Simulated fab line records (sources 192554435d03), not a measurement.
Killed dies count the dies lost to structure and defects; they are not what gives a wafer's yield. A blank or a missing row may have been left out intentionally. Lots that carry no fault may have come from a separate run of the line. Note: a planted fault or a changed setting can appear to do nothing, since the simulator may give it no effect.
Matching of chambers || flow n5-finfet || N5_BEOL_M9_STRIP_19 on rie-diel-02: 4 sister chambers
The step strips in O2. 8 wafers are shown with their chamber, then 8 later ones without.

WAFERS WITH THEIR CHAMBER
{"wafer": "L081.2", "chamber": 0, "showerhead-plenum-p-Torr (Torr)": 2.18, "drypump-motor-current-A (A)": 5.8}
{"wafer": "L084.5", "chamber": 3, "showerhead-plenum-p-Torr (Torr)": 1.99, "drypump-motor-current-A (A)": 6.1}
{"wafer": "L084.6", "chamber": 2, "showerhead-plenum-p-Torr (Torr)": 2.11, "drypump-motor-current-A (A)": 5.1}
{"wafer": "L085.4", "chamber": 3, "showerhead-plenum-p-Torr (Torr)": 1.99, "drypump-motor-current-A (A)": 6.2}
{"wafer": "L087.2", "chamber": 1, "showerhead-plenum-p-Torr (Torr)": 2.23, "drypump-motor-current-A (A)": 5.8}
{"wafer": "L087.4", "chamber": 2, "showerhead-plenum-p-Torr (Torr)": 2.10, "drypump-motor-current-A (A)": 5.1}
{"wafer": "L087.5", "chamber": 0, "showerhead-plenum-p-Torr (Torr)": 2.18, "drypump-motor-current-A (A)": 5.8}
{"wafer": "L090.1", "chamber": 1, "showerhead-plenum-p-Torr (Torr)": 2.23, "drypump-motor-current-A (A)": 5.7}

WAFERS WITHOUT THEIR CHAMBER
{"wafer": "L090.4", "showerhead-plenum-p-Torr (Torr)": 2.10, "drypump-motor-current-A (A)": 5.1}
{"wafer": "L090.5", "showerhead-plenum-p-Torr (Torr)": 2.23, "drypump-motor-current-A (A)": 5.8}
{"wafer": "L094.2", "showerhead-plenum-p-Torr (Torr)": 2.22, "drypump-motor-current-A (A)": 5.8}
{"wafer": "L094.4", "showerhead-plenum-p-Torr (Torr)": 2.10, "drypump-motor-current-A (A)": 5.1}
{"wafer": "L094.5", "showerhead-plenum-p-Torr (Torr)": 2.10, "drypump-motor-current-A (A)": 5.1}
{"wafer": "L092.2", "showerhead-plenum-p-Torr (Torr)": 2.17, "drypump-motor-current-A (A)": 5.8}
{"wafer": "L092.4", "showerhead-plenum-p-Torr (Torr)": 2.25, "drypump-motor-current-A (A)": 6.2}
{"wafer": "L092.6", "showerhead-plenum-p-Torr (Torr)": 2.17, "drypump-motor-current-A (A)": 5.8}

CHAMBER TAKEN BY EACH
{"wafer": "L090.4", "from the rows above": 2, "in truth": 2}
{"wafer": "L090.5", "from the rows above": 1, "in truth": 1}
{"wafer": "L094.2", "from the rows above": 1, "in truth": 1}
{"wafer": "L094.4", "from the rows above": 2, "in truth": 2}
{"wafer": "L094.5", "from the rows above": 2, "in truth": 2}
{"wafer": "L092.2", "from the rows above": 0, "in truth": 0}
{"wafer": "L092.4", "from the rows above": 1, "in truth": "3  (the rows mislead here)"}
{"wafer": "L092.6", "from the rows above": 0, "in truth": 0}
Correct placement for 7 of the 8. Left unplaced by these rows: 0. 1 placed wrongly.
How it was worked out, from the rows above alone: a wafer's distance from a chamber is the root of the sum, over the readings, of the square of ((its reading less the chamber's mean) divided by the reading's scatter). The wafer belongs to the nearest chamber; if the next one is less than 2 further off, it can't be placed. A chamber's mean is the mean of its shown wafers. How the scatter is found: for the shown wafers, subtract from each reading the mean of its chamber, square and add these, divide the total by (wafers less chambers), then take the root.
